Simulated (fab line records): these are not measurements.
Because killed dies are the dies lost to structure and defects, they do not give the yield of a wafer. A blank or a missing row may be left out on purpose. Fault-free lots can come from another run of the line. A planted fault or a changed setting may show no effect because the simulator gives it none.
fab line records	flow nandHarc	part 1 of 2: steps 1 to 4 of 6
[record] lots = 24	wafers = 72	lastDay = 34
route steps=1302 shown P_M2@335 P_BONDPAD@365
lots with no fault: from the same line, run without faults
startH: hours from the record's first day to the start of the lot's first wafer shown	waitH: hours elapsed since this lot's preceding step	" identical to the entry in the row above	L1.1+2: one row covering several wafers at once	- either no value or no given start	* or withheld: withheld	< > ~ a bound
route shown NAME@n: a module of which the file shows steps, and the number in the route of the first	usual: the fault-free wafers' mean and standard deviation	same: alike in all rows	chamber/n: place in a boat	sites: the reading at each site	_std_site: standard deviation across them	_edge_site: outer sites' mean less inner sites'	radiusMm: for every site, how far away it sits from the centre of the wafer	mask NAME#n: copy n	behind: the tool/chamber that last shaped the wafer	hold: the reason the lot was held/the length of the hold in hours/how it ended	device: the n, p or np transistor that did not switch	end of line: tests of these same wafers at the route's end	a step without rows: its recipe alone	killed: not the wafer's yield, but the dies lost to structure and defects at the first sort	map: shows each die of a wafer: x if killed, . if not, _ if none is there
set.NAME: the setting the step ran with; set.NAME@STEP: the setting that earlier step ran with	model.NAME: the simulator's own value behind a step, which no gauge read
steps of the route over a sample of lots; a table a step, a row a wafer
services: when a tool's chamber went out of use (startH, in hours from the record's first day, below 0 if earlier), for how many hours, and the reason
[[steps]]
[step NHARC_P_M2_STRIP_18]
[recipe] powerW = 1000	n2FlowSccm = 150	h2FlowSccm = 150	arFlowSccm = 0	biasW = 0	chemistry = N2/H2
[usual] drypumpMotorCurrentA = 5.70/0.29	mfcArSccm = 0.003/0.0081	oesProductAu = 1.003/0.011	rfVppV = 90.8/0.95	showerheadPlenumPTorr = 2.04/0.1	throttleValvePct = 14.170/0.0087
lot.wafer	tool	chamber	startH	waitH	drypumpMotorCurrentA	mfcArSccm	oesProductAu	rfHoursCounterH	rfVppV	showerheadPlenumPTorr	throttleValvePct
L074.2	rieDiel-02	2	126.75	0.1	6.20	0	1.002	4.9	92.1	2.09	14.170
L074.5	"	1	"	"	5.52	0	1.008	-	88.4	1.95	14.165
L074.6	"	2	"	"	6.21	0	0.985	-	90.9	2.10	14.173
L075.2	rieDiel-02	1	138.70	0.1	5.51	0	1.004	5.8	90.7	1.95	14.163
L075.5	"	1	"	"	5.49	0	0.999	-	90.8	1.95	14.180
L075.6	"	2	"	"	6.21	0	0.989	-	91.3	2.09	14.179
L076.2	rieDiel-06	0	160.17	0.1	5.51	0	0.992	1.3	89.2	1.97	14.167
L076.1	"	3	"	"	5.40	0.001	1.010	1.6	90.7	2.01	14.176
L076.6	"	3	"	"	5.40	0.001	1.010	-	90.5	2.01	14.168
L077.1	rieDiel-02	1	165.52	0.1	5.51	0	0.993	7.0	91.2	1.95	14.174
L077.3	"	2	"	"	6.18	0	0.984	6.5	91.8	2.09	14.170
L077.5	"	0	"	"	5.13	0	1.007	-	91.2	1.91	14.167
L078.3	rieDiel-03	2	169.24	0.1	5.46	0.032	1.004	2.5	91.2	2.04	14.158
L078.4	"	3	"	"	6.18	0	1.003	2.5	92.3	2.19	14.169
L078.2	"	0	"	"	5.63	0	1.012	2.5	90.8	1.96	14.168
L079.2	rieDiel-03	0	184.79	0.1	5.62	0	1.013	3.1	89.4	1.96	14.154
L079.4	"	1	"	"	5.82	0	1.007	3.1	91.2	2.19	14.159
L079.3	"	3	"	"	6.12	0	1.001	2.9	90.9	2.19	14.176
L080.3	rieDiel-02	3	195.26	0.1	5.86	0	1.013	7.7	90.1	1.92	14.182
L080.5	"	2	"	"	6.16	0	0.985	-	90.5	2.09	14.164
L080.6	"	3	"	"	5.87	0	1.016	-	89.4	1.92	14.190
L081.4	rieDiel-03	0	197.76	0.1	5.69	0	1.002	3.3	90.0	1.96	14.186
L081.5	"	1	"	"	5.77	0	0.994	-	91.6	2.19	14.174
L081.6	"	2	"	"	5.51	0.032	0.997	-	91.6	2.04	14.170
L083.2	rieDiel-03	0	215.82	0.1	5.66	0	1.001	5.3	90.2	1.96	14.164
L083.3	"	3	"	"	6.18	0	1.010	5.1	91.7	2.19	14.175
L083.6	"	0	"	"	5.69	0	1.001	-	89.8	1.96	14.177
L082.2	rieDiel-06	1	216.83	0.1	5.82	0.011	1.008	3.8	93.1	2.18	14.177
L082.1	"	2	"	"	5.81	0.001	0.994	3.7	90.6	2.09	14.180
L082.4	"	0	"	"	5.54	0	0.984	3.6	91.4	1.96	14.178
L084.2	rieDiel-02	2	228.63	0.1	6.19	0	0.994	0.0	90.8	2.09	14.167
L084.4	"	3	"	"	5.89	0	1.005	0.0	89.6	1.91	14.173
L084.5	"	1	"	"	5.50	0	1.002	-	90.5	1.95	14.169
L085.1	rieDiel-02	1	245.23	0.1	5.50	0	1.009	1.5	90.0	1.95	14.155
L085.3	"	2	"	"	6.13	0	0.992	1.4	91.8	2.09	14.164
L085.6	"	1	"	"	5.50	0	1.005	-	90.1	1.95	14.178
L086.2	rieDiel-06	3	249.87	0.1	5.41	0.001	1.012	5.2	90.3	2.01	14.173
L086.4	"	0	"	"	5.53	0	0.991	5.5	90.5	1.96	14.168
L086.5	"	2	"	"	5.82	0.001	1.002	-	90.1	2.09	14.157
L088.1	rieDiel-06	2	275.67	0.1	5.82	0.001	1.014	7.1	90.0	2.09	14.169
L088.6	"	2	"	"	5.82	0.001	1.010	-	89.3	2.09	14.173
L088.5	"	3	"	"	5.38	0.001	1.021	-	89.3	2.01	14.173
L087.4	rieDiel-03	0	276.28	0.1	5.67	0	1.000	7.8	90.5	1.96	14.151
L087.1	"	1	"	"	5.78	0	1.005	7.5	91.8	2.19	14.184
L087.3	"	2	"	"	5.49	0.032	1.004	7.5	92.4	2.04	14.175
L089.4	rieDiel-02	2	282.88	0.1	6.17	0	0.979	3.1	92.3	2.09	14.162
L089.1	"	3	"	"	5.83	0	1.014	3.1	91.2	1.91	14.186
L089.5	"	2	"	"	6.17	0	0.981	-	90.5	2.09	14.184
L090.4	rieDiel-02	3	290.83	0.1	5.84	0	1.027	3.4	90.8	1.91	14.177
L090.1	"	0	"	"	5.13	0	0.992	4.1	90.7	1.91	14.174
L090.6	"	3	"	"	5.86	0	1.020	-	89.3	1.91	14.163
L091.2	rieDiel-06	2	301.78	0.1	5.80	0.001	1.002	8.0	91.2	2.09	14.176
L091.3	"	0	"	"	5.52	0	1.001	8.6	89.8	1.96	14.162
L091.6	"	2	"	"	5.80	0.001	1.005	-	90.7	2.09	14.167
L092.4	rieDiel-03	3	306.20	0.1	6.16	0	1.016	1.2	92.6	2.19	14.154
L092.2	"	0	"	"	5.63	0	0.986	0.9	90.9	1.96	14.169
L092.5	"	0	"	"	5.63	0	0.987	-	89.6	1.96	14.174
L093.4	rieDiel-06	2	326.29	0.1	5.79	0.001	1.011	0.2	91.6	2.09	14.175
L093.6	"	0	"	"	5.57	0	0.989	-	91.1	1.96	14.171
L093.5	"	1	"	"	5.82	0.011	1.013	-	90.8	2.18	14.172
L094.1	rieDiel-03	0	332.91	0.1	5.66	0	0.996	1.9	90.6	1.96	14.175
L094.4	"	1	"	"	5.82	0	1.010	2.2	91.6	2.18	14.182
L094.6	"	0	"	"	5.65	0	0.993	-	88.8	1.96	14.166
L095.1	rieDiel-06	1	347.85	0.1	5.85	0.011	0.993	1.6	90.4	2.18	14.168
L095.3	"	0	"	"	5.51	0	0.979	1.4	90.5	1.96	14.156
L095.6	"	2	"	"	5.80	0.001	0.997	-	91.5	2.09	14.162
L096.4	rieDiel-06	2	350.90	0.1	5.81	0.001	0.995	1.8	91.0	2.09	14.174
L096.1	"	0	"	"	5.56	0	0.982	1.7	89.8	1.96	14.158
L096.6	"	2	"	"	5.81	0.001	1.000	-	90.7	2.09	14.158
L097.2	rieDiel-02	0	358.83	0.1	5.13	0	0.995	9.8	90.3	1.91	14.173
L097.3	"	1	"	"	5.51	0	0.999	9.0	89.2	1.95	14.169
L097.5	"	3	"	"	5.85	0	1.005	-	90.9	1.91	14.163
[step NHARC_P_BONDPAD_OVL_MEAS_38]
[usual] overlayXNm = -1/6.6	overlayYNm = -3/6.9
lot.wafer	tool	chamber	startH	waitH	overlayXNm	overlayYNm
L074.2	overlay-02	-	130.67	-	5	-2
L074.5	"	-	"	"	4	-2
L074.6	"	-	"	"	4	-3
L075.2	overlay-01	-	142.68	-	5	1
L075.5	"	-	"	"	5	1
L075.6	"	-	"	"	5	0
L076.1	overlay-01	-	164.32	-	-12	-6
L076.2	"	-	"	"	-12	-6
L076.6	"	-	"	"	-12	-6
L077.1	overlay-01	-	169.53	-	-3	-6
L077.3	"	-	"	"	-3	-6
L077.5	"	-	"	"	-3	-6
L078.2	overlay-02	-	173.26	-	5	3
L078.3	"	-	"	"	6	3
L078.4	"	-	"	"	5	3
L079.2	overlay-02	-	188.84	-	-1	-8
L079.3	"	-	"	"	0	-8
L079.4	"	-	"	"	-1	-8
L080.3	overlay-02	-	199.71	-	1	-11
L080.5	"	-	"	"	2	-12
L080.6	"	-	"	"	2	-12
L081.4	overlay-02	-	201.79	-	-2	-14
L081.5	"	-	"	"	-2	-14
L081.6	"	-	"	"	-2	-14
L083.2	overlay-01	-	220.03	-	-13	2
L083.3	"	-	"	"	-13	2
L083.6	"	-	"	"	-12	2
L082.1	overlay-02	-	220.90	-	2	-7
L082.2	"	-	"	"	1	-7
L082.4	"	-	"	"	1	-7
L084.2	overlay-01	-	232.61	-	15	-13
L084.4	"	-	"	"	15	-13
L084.5	"	-	"	"	15	-13
L085.1	overlay-01	-	249.29	-	-10	-2
L085.3	"	-	"	"	-10	-2
L085.6	"	-	"	"	-10	-2
L086.2	overlay-01	-	254.01	-	-4	5
L086.4	"	-	"	"	-4	6
L086.5	"	-	"	"	-4	6
L088.1	overlay-01	-	279.71	-	1	-5
L088.5	"	-	"	"	1	-6
L088.6	"	-	"	"	1	-6
L087.1	overlay-01	-	280.38	-	-7	12
L087.3	"	-	"	"	-7	11
L087.4	"	-	"	"	-7	12
L089.1	overlay-02	-	286.94	-	-7	0
L089.4	"	-	"	"	-7	0
L089.5	"	-	"	"	-7	0
L090.1	overlay-02	-	294.91	-	1	-8
L090.4	"	-	"	"	2	-7
L090.6	"	-	"	"	1	-7
L091.2	overlay-01	-	305.84	-	3	-1
L091.3	"	-	"	"	2	-1
L091.6	"	-	"	"	2	-1
L092.2	overlay-01	-	310.16	-	-13	1
L092.4	"	-	"	"	-14	2
L092.5	"	-	"	"	-14	1
L093.4	overlay-01	-	330.30	-	-3	-3
L093.5	"	-	"	"	-4	-2
L093.6	"	-	"	"	-4	-3
L094.1	overlay-02	-	336.95	-	2	-18
L094.4	"	-	"	"	2	-18
L094.6	"	-	"	"	3	-18
L095.1	overlay-01	-	351.90	-	-1	8
L095.3	"	-	"	"	-2	8
L095.6	"	-	"	"	-1	8
L096.1	overlay-02	-	354.93	-	4	-2
L096.4	"	-	"	"	4	-2
L096.6	"	-	"	"	4	-2
L097.2	overlay-01	-	362.84	-	2	-3
L097.3	"	-	"	"	3	-3
L097.5	"	-	"	"	2	-3
[step NHARC_P_BONDPAD_ETCH_37]
[recipe] targetDepthA = 600	overetchA = 180	timeS = 65.91	ionEnergyEv = 200	n2FlowSccm = 150	h2FlowSccm = 150	arFlowSccm = 0	rfW = 400	biasW = 150	chemistry = N2/H2
[usual] drypumpMotorCurrentA = 5.5/0.43	mfcArSccm = 0.005/0.0099	oesProductAu = 1.002/0.0093	rfVppV = 431.3/2.5	showerheadPlenumPTorr = 2.07/0.089	throttleValvePct = 14.170/0.0094
lot.wafer	tool	chamber	startH	waitH	drypumpMotorCurrentA	mfcArSccm	oesProductAu	rfHoursCounterH	rfVppV	showerheadPlenumPTorr	throttleValvePct
L074.2	rieDiel-13	1	130.90	0.1	5.4	0.011	0.997	7.2	428.8	1.94	14.180
L074.5	"	2	"	"	6.3	0	0.998	-	433.5	2.18	14.174
L074.6	"	3	"	"	6.0	0.020	0.988	-	431.0	2.09	14.159
L075.2	rieDiel-04	1	142.91	0.1	5.1	0.001	1.008	3.2	433.8	2.15	14.163
L075.5	"	2	"	"	5.9	0	1.007	-	430.3	2.05	14.176
L075.6	"	3	"	"	5.1	0	1.020	-	433.1	2.15	14.164
L076.1	rieDiel-13	2	164.55	0.1	6.2	0	1.017	9.9	435.7	2.18	14.160
L076.2	"	3	"	"	5.9	0.020	0.998	9.9	431.3	2.09	14.159
L076.6	"	2	"	"	6.3	0	1.015	-	434.3	2.18	14.184
L077.1	rieDiel-04	0	169.74	0.1	5.6	0.005	1.005	3.8	428.5	1.96	14.168
L077.3	"	1	"	"	5.1	0.001	1.009	3.6	433.4	2.15	14.190
L077.5	"	0	"	"	5.6	0.005	1.000	-	428.4	1.96	14.173
L078.2	rieDiel-07	2	173.47	0.1	4.9	0	1.005	3.6	427.6	1.96	14.151
L078.4	"	3	"	"	5.7	0.045	1.008	4.1	432.3	2.15	14.174
L078.3	"	1	"	"	5.2	0	1.014	4.2	433.9	2.20	14.157
L079.3	rieDiel-07	1	189.07	0.1	5.2	0	1.014	4.8	434.6	2.20	14.176
L079.2	"	0	"	"	4.9	0	1.006	5.3	430.1	2.06	14.179
L079.4	"	0	"	"	4.9	0	1.007	-	431.6	2.06	14.152
L080.3	rieDiel-13	3	199.93	0.1	5.9	0.020	0.998	1.7	430.4	2.09	14.177
L080.5	"	2	"	"	6.2	0	1.006	-	435.4	2.18	14.165
L080.6	"	3	"	"	5.9	0.020	1.002	-	431.7	2.08	14.188
L081.4	rieDiel-07	3	202.01	0.1	5.7	0.045	1.010	4.4	434.7	2.15	14.166
L081.5	"	1	"	"	5.2	0	1.009	-	435.5	2.20	14.174
L081.6	"	2	"	"	4.9	0	1.002	-	428.1	1.96	14.184
L083.2	rieDiel-04	0	220.24	0.1	5.6	0.005	0.990	0.5	427.9	1.96	14.164
L083.3	"	3	"	"	5.1	0	1.013	0.6	431.7	2.15	14.170
L083.6	"	0	"	"	5.6	0.005	0.998	-	427.7	1.96	14.180
L082.4	rieDiel-13	0	221.11	0.1	5.9	0	1.009	3.5	429.0	2.01	14.164
L082.1	"	1	"	"	5.4	0.011	1.011	3.5	426.6	1.94	14.154
L082.2	"	2	"	"	6.2	0	1.001	3.9	433.5	2.17	14.153
L084.2	rieDiel-04	3	232.83	0.1	5.1	0	1.011	0.8	432.1	2.15	14.158
L084.4	"	1	"	"	5.0	0.001	1.000	0.7	433.0	2.15	14.164
L084.5	"	2	"	"	5.8	0	1.004	-	431.1	2.05	14.177
L085.3	rieDiel-07	1	249.50	0.1	5.2	0	1.002	7.3	434.9	2.20	14.149
L085.1	"	3	"	"	5.7	0.045	0.993	6.7	433.6	2.15	14.174
L085.6	"	0	"	"	4.9	0	0.990	-	430.8	2.06	14.176
L086.4	rieDiel-13	3	254.21	0.1	5.9	0.020	0.987	4.8	430.0	2.08	14.154
L086.2	"	1	"	"	5.4	0.011	1.017	4.4	427.8	1.94	14.167
L086.5	"	0	"	"	5.9	0	0.997	-	429.2	2.01	14.170
L088.1	rieDiel-04	3	279.94	0.1	5.1	0	1.002	2.4	433.3	2.15	14.158
L088.5	"	0	"	"	5.6	0.005	0.991	-	430.3	1.96	14.173
L088.6	"	1	"	"	5.1	0.001	0.998	-	433.2	2.15	14.164
L087.4	rieDiel-04	2	280.60	0.1	5.9	0	0.998	2.4	432.3	2.05	14.169
L087.1	"	3	"	"	5.1	0	0.997	2.6	431.2	2.15	14.175
L087.3	"	0	"	"	5.6	0.005	0.986	2.7	429.8	1.96	14.161
L089.4	rieDiel-04	3	287.15	0.1	5.1	0	1.013	2.7	431.7	2.15	14.169
L089.1	"	0	"	"	5.6	0.005	0.998	2.9	429.3	1.96	14.172
L089.5	"	3	"	"	5.1	0	1.010	-	433.6	2.15	14.177
L090.4	rieDiel-04	1	295.14	0.1	5.1	0.001	0.993	3.2	432.6	2.15	14.175
L090.1	"	2	"	"	5.9	0	1.011	3.1	431.4	2.05	14.180
L090.6	"	0	"	"	5.6	0.005	0.997	-	428.1	1.96	14.171
L091.3	rieDiel-04	3	306.07	0.1	5.1	0	1.024	3.5	433.8	2.15	14.179
L091.2	"	0	"	"	5.6	0.005	0.996	3.5	428.3	1.96	14.167
L091.6	"	1	"	"	5.1	0.001	0.997	-	433.1	2.15	14.172
L092.4	rieDiel-13	3	310.38	0.1	5.9	0.020	0.995	8.3	430.0	2.08	14.187
L092.2	"	0	"	"	5.9	0	1.004	7.4	429.5	2.00	14.178
L092.5	"	2	"	"	6.3	0	1.004	-	433.5	2.17	14.154
L093.5	rieDiel-07	0	330.55	0.1	4.9	0	0.994	-	430.1	2.06	14.170
L093.4	"	1	"	"	5.2	0	1.018	-	436.3	2.20	14.164
L093.6	"	2	"	"	4.9	0	1.000	-	427.7	1.96	14.165
L094.1	rieDiel-04	0	337.16	0.1	5.6	0.005	0.992	4.3	428.5	1.96	14.182
L094.4	"	3	"	"	5.1	0	1.010	4.3	432.5	2.15	14.175
L094.6	"	1	"	"	5.1	0.001	0.999	-	433.5	2.15	14.189
L095.3	rieDiel-13	0	352.11	0.1	5.9	0	1.009	0.0	429.5	2.00	14.162
L095.1	"	1	"	"	5.4	0.011	0.999	0.0	426.7	1.94	14.159
L095.6	"	1	"	"	5.4	0.011	1.001	-	428.1	1.94	14.174
L096.4	rieDiel-13	1	355.14	0.1	5.4	0.011	0.996	0.3	428.9	1.94	14.168
L096.1	"	2	"	"	6.2	0	0.989	0.2	433.7	2.17	14.163
L096.6	"	1	"	"	5.4	0.011	1.001	-	427.0	1.94	14.164
L097.3	rieDiel-07	0	363.05	0.1	4.9	0	0.987	5.2	430.8	2.06	14.157
L097.2	"	3	"	"	5.7	0.045	0.981	1.4	434.1	2.15	14.163
L097.5	"	1	"	"	5.2	0	1.015	-	434.4	2.20	14.174
[step NHARC_P_BONDPAD_DEGAS_25]
[recipe] tempC = 300	timeS = 60
[usual] heaterPowerW = 477/52	susceptorTempC = 300.02/0.18
lot.wafer	tool	chamber	startH	waitH	heaterPowerW	susceptorTempC
L074.2	pvdSputter-01	-	131.78	-	423	299.73
L074.5	"	-	"	"	424	300.03
L074.6	"	-	"	"	416	299.93
L075.2	pvdSputter-01	-	143.80	-	401	299.67
L075.6	"	-	"	"	414	300.23
L075.5	"	-	"	"	408	299.72
L076.1	pvdSputter-01	-	165.43	-	506	-
L076.2	"	-	"	"	430	-
L076.6	"	-	"	"	456	-
L077.1	pvdSputter-02	-	170.59	-	513	300.36
L077.3	"	-	"	"	579	300.18
L077.5	"	-	"	"	448	300.13
L078.3	pvdSputter-02	-	174.33	-	511	299.85
L078.4	"	-	"	"	465	300.17
L078.2	"	-	"	"	578	299.97
L079.2	pvdSputter-02	-	189.94	-	457	299.85
L079.3	"	-	"	"	580	299.92
L079.4	"	-	"	"	523	300.10
L080.3	pvdSputter-01	-	200.80	-	465	300.20
L080.6	"	-	"	"	429	300.00
L080.5	"	-	"	"	400	299.94
L081.4	pvdSputter-03	-	202.88	-	490	300.10
L081.6	"	-	"	"	482	300.05
L081.5	"	-	"	"	534	300.08
L083.2	pvdSputter-03	-	221.15	-	485	300.47
L083.3	"	-	"	"	457	300.02
L083.6	"	-	"	"	492	300.07
L082.2	pvdSputter-03	-	221.96	-	544	300.23
L082.4	"	-	"	"	480	299.97
L082.1	"	-	"	"	479	299.93
L084.2	pvdSputter-03	-	233.70	-	480	300.10
L084.4	"	-	"	"	527	300.05
L084.5	"	-	"	"	486	299.80
L085.3	pvdSputter-02	-	250.35	-	452	300.02
L085.1	"	-	"	"	442	300.18
L085.6	"	-	"	"	464	300.29
L086.2	pvdSputter-02	-	255.06	-	570	300.06
L086.4	"	-	"	"	527	300.20
L086.5	"	-	"	"	432	299.85
L088.1	pvdSputter-02	-	280.78	-	507	299.92
L088.6	"	-	"	"	585	299.98
L088.5	"	-	"	"	437	300.03
L087.1	pvdSputter-01	-	281.45	-	403	-
L087.3	"	-	"	"	465	-
L087.4	"	-	"	"	443	-
L089.1	pvdSputter-03	-	288.00	-	554	300.12
L089.4	"	-	"	"	487	300.02
L089.5	"	-	"	"	448	299.81
L090.4	pvdSputter-01	-	296.00	-	472	300.40
L090.1	"	-	"	"	428	299.65
L090.6	"	-	"	"	394	300.28
L091.2	pvdSputter-01	-	306.96	-	428	300.18
L091.3	"	-	"	"	526	299.91
L091.6	"	-	"	"	436	300.32
L092.4	pvdSputter-02	-	311.28	-	509	300.30
L092.2	"	-	"	"	574	300.12
L092.5	"	-	"	"	504	300.03
L093.4	pvdSputter-01	-	331.46	-	390	300.09
L093.5	"	-	"	"	425	300.17
L093.6	"	-	"	"	395	299.87
L094.4	pvdSputter-02	-	338.01	-	503	-
L094.1	"	-	"	"	575	-
L094.6	"	-	"	"	500	-
L095.1	pvdSputter-01	-	352.96	-	393	300.20
L095.3	"	-	"	"	480	300.22
L095.6	"	-	"	"	528	300.11
L096.4	pvdSputter-02	-	356.00	-	478	300.02
L096.1	"	-	"	"	420	300.00
L096.6	"	-	"	"	493	300.24
L097.3	pvdSputter-03	-	363.92	-	494	300.08
L097.2	"	-	"	"	549	299.88
L097.5	"	-	"	"	489	300.00
